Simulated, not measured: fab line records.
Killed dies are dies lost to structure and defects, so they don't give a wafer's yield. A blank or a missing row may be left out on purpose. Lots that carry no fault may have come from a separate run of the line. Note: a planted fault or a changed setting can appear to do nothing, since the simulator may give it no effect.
The tool behind it: which one?    flow n5 finfet    30 wafers from 10 lots sampled at 4 of the route's 1938 steps

WHAT THE GAUGES SHOWED, per wafer
The record holds no reading of a measuring or inspecting step that can be judged against a usual standard deviation.

WHAT TOOL EACH LOT RAN ON (gives the tool, then ch and the chambers of the sampled wafers, and finally the start)
lot   N5_BEOL_M6_TRENCH_ETCH_37                      N5_BEOL_M6_STRIP_80                            N5_BEOL_M6_SURFACE_TREAT_79   N5_BEOL_M7_COAT_05
L868  rie diel-01 ch 0,2, day 9 09:01 or earlier     rie diel-01 ch 0,2, day 9 09:01 or earlier     pvd sputter-02, day 9 09:01   litho track-03 ch 0, day 9 11:38
L869  rie diel-05 ch 0,1,2, day 9 11:11 or earlier   rie diel-05 ch 0,1,2, day 9 11:11 or earlier   pvd sputter-03, day 9 11:11   litho track-01 ch 0, day 9 16:34
L871  rie diel-01 ch 1,3, day 10 01:38 or earlier    rie diel-01 ch 1,3, day 10 01:38 or earlier    pvd sputter-02, day 10 01:38  litho track-02 ch 0, day 10 05:10
L873  rie diel-05 ch 0,2, day 10 09:17 or earlier    rie diel-05 ch 0,2, day 10 09:17 or earlier    pvd sputter-01, day 10 09:17  litho track-03 ch 0, day 10 12:15
L874  rie diel-01 ch 1,3, day 10 09:18 or earlier    rie diel-01 ch 1,3, day 10 09:18 or earlier    pvd sputter-02, day 10 09:18  litho track-01 ch 0, day 10 12:35
L881  rie diel-03 ch 0,1,3, day 12 12:11 or earlier  rie diel-03 ch 0,1,3, day 12 12:11 or earlier  pvd sputter-01, day 12 12:11  litho track-03 ch 0, day 12 16:35
L880  rie diel-03 ch 0,2,3, day 12 16:17 or earlier  rie diel-03 ch 0,2,3, day 12 16:17 or earlier  pvd sputter-02, day 12 16:17  litho track-03 ch 0, day 12 18:50
L886  rie diel-03 ch 0,2,3, day 13 20:49 or earlier  rie diel-03 ch 0,2,3, day 13 20:49 or earlier  pvd sputter-03, day 13 20:49  litho track-01 ch 0, day 13 23:26
L887  rie diel-01 ch 1,2, day 13 21:35 or earlier    rie diel-01 ch 1,2, day 13 21:35 or earlier    pvd sputter-03, day 13 21:35  litho track-02 ch 0, day 14 01:32
L890  rie diel-05 ch 1,2,3, day 15 12:44 or earlier  rie diel-05 ch 1,2,3, day 15 12:44 or earlier  pvd sputter-03, day 15 12:44  litho track-01 ch 0, day 15 18:22
- N5_BEOL_M6_TRENCH_ETCH_37: etches SiCOH lowk in C4F6/O2, target depth 94.435 nm, time 31.5 s.
- N5_BEOL_M6_STRIP_80: strips in N2/H2, time 10 s.
- N5_BEOL_M6_SURFACE_TREAT_79
- N5_BEOL_M7_COAT_05: resist thk 90 nm.

WHAT THE TOOLS THEMSELVES READ (means of the sampled wafers that have a number; where no wafer has one, the mark that the record gives instead)
N5_BEOL_M6_TRENCH_ETCH_37.
lot   tool         O2_flow_sccm (sccm)  drypump motor current A (A)  mfc ar sccm (sccm)  oes product au (a.u.)  rf vpp V (V)  showerhead plenum p Torr (Torr)  throttle valve pct (%)
L868  rie diel-01  10.01                6.2                          300.6               0.89                   670           2.92                             21.15
L869  rie diel-05  10.03                5.8                          300.3               0.86                   663           2.83                             20.90
L871  rie diel-01  10.00                5.7                          300.2               0.83                   671           2.98                             20.73
L873  rie diel-05  9.99                 5.8                          300.0               0.80                   663           2.79                             20.87
L874  rie diel-01  10.03                5.4                          299.6               0.87                   663           3.00                             20.68
L881  rie diel-03  10.00                5.5                          300.3               0.72                   668           2.83                             21.19
L880  rie diel-03  9.98                 5.6                          300.1               0.74                   659           2.84                             21.10
L886  rie diel-03  9.99                 5.6                          300.8               0.73                   658           2.84                             21.11
L887  rie diel-01  10.02                6.0                          298.8               0.79                   677           2.95                             20.95
L890  rie diel-05  9.99                 5.7                          299.9               0.84                   663           2.80                             21.08

N5_BEOL_M6_STRIP_80.
lot   tool         drypump motor current A (A)  oes product au (a.u.)  rf vpp V (V)  showerhead plenum p Torr (Torr)  temp c (C)  throttle valve pct (%)
L868  rie diel-01  6.2                          0.89                   59.1          2.56                             39.99       23.5
L869  rie diel-05  5.8                          0.85                   58.5          2.53                             40.06       23.6
L871  rie diel-01  5.6                          0.82                   59.2          2.67                             39.95       23.3
L873  rie diel-05  5.8                          0.80                   59.4          2.51                             39.91       23.8
L874  rie diel-01  5.4                          0.86                   59.8          2.68                             40.01       23.3
L881  rie diel-03  5.5                          0.72                   59.1          2.51                             40.01       23.7
L880  rie diel-03  5.6                          0.72                   58.8          2.53                             40.10       23.8
L886  rie diel-03  5.6                          0.72                   60.1          2.52                             40.05       23.8
L887  rie diel-01  6.0                          0.79                   59.2          2.61                             39.91       23.4
L890  rie diel-05  5.7                          0.83                   59.2          2.49                             40.00       23.8

N5_BEOL_M7_COAT_05.
lot   tool            chill plate temp C (C)  spin speed rpm (rpm)
L868  litho track-03  22.95                   1501.0
L869  litho track-01  23.03                   1500.0
L871  litho track-02  22.89                   1500.8
L873  litho track-03  23.02                   1500.3
L874  litho track-01  23.01                   1499.4
L881  litho track-03  23.03                   1415.3
L880  litho track-03  22.92                   1413.3
L886  litho track-01  23.06                   1499.4
L887  litho track-02  23.13                   1500.6
L890  litho track-01  23.14                   1499.4

THE ANSWER, worked out from the rows above alone
Rule: what is usual is taken from the lots themselves. Put in order of their means at a reading, lots are off if they are a third of the lots or fewer, leave a main group of 4 or more, and stand apart from it by a gap of 3 or more times the standard deviation of the main group's means; of several such gaps the widest counts. If all means in a main group match to the digits the tables above print for the reading, that group is not used. Also off: a lot with no number at a reading for which 4 or more lots have one. The other lots that the step has rows for count as sound. After the gauges, taken in route order, come the tools' own readings; for these a lot's mean is taken, as printed above. At the first step where some lot is off, the reading lying furthest off is the one used; lots without a number count as furthest.
Off at N5_BEOL_M7_COAT_05 (spin speed rpm): L881, L880. For the main group the mean is 1500.1 rpm and the standard deviation 0.62.
A tool fits if, at that step or a process step before it, it ran every lot that is off, and no sound lot after the first of them. Because N5_BEOL_M6_TRENCH_ETCH_37 lacks a start for some lots, the hours and order of its lots are taken from N5_BEOL_M6_SURFACE_TREAT_79. Because N5_BEOL_M6_STRIP_80 lacks a start for some lots, the hours and order of its lots are taken from N5_BEOL_M6_SURFACE_TREAT_79. One candidate fits, namely litho track-03 at N5_BEOL_M7_COAT_05. Its last sound lot is L873 (day 10 12:15), its first lot that is off L881 (day 12 16:35): a fault that began between those two fits.
On the lots that are off, the tool's own readings at N5_BEOL_M7_COAT_05 differ by more than 5 times the standard deviation of the sound lots' means, which bears it out; spin speed rpm reads 1414.3 rpm there versus 1500.1 rpm on the sound lots.

WHAT THE SIMULATOR PUT IN
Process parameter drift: litho track-03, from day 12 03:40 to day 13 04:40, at N5_BEOL_M7_COAT_05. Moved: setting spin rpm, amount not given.
Lots struck among those shown: L881, L880. This agrees with what the rule above found.
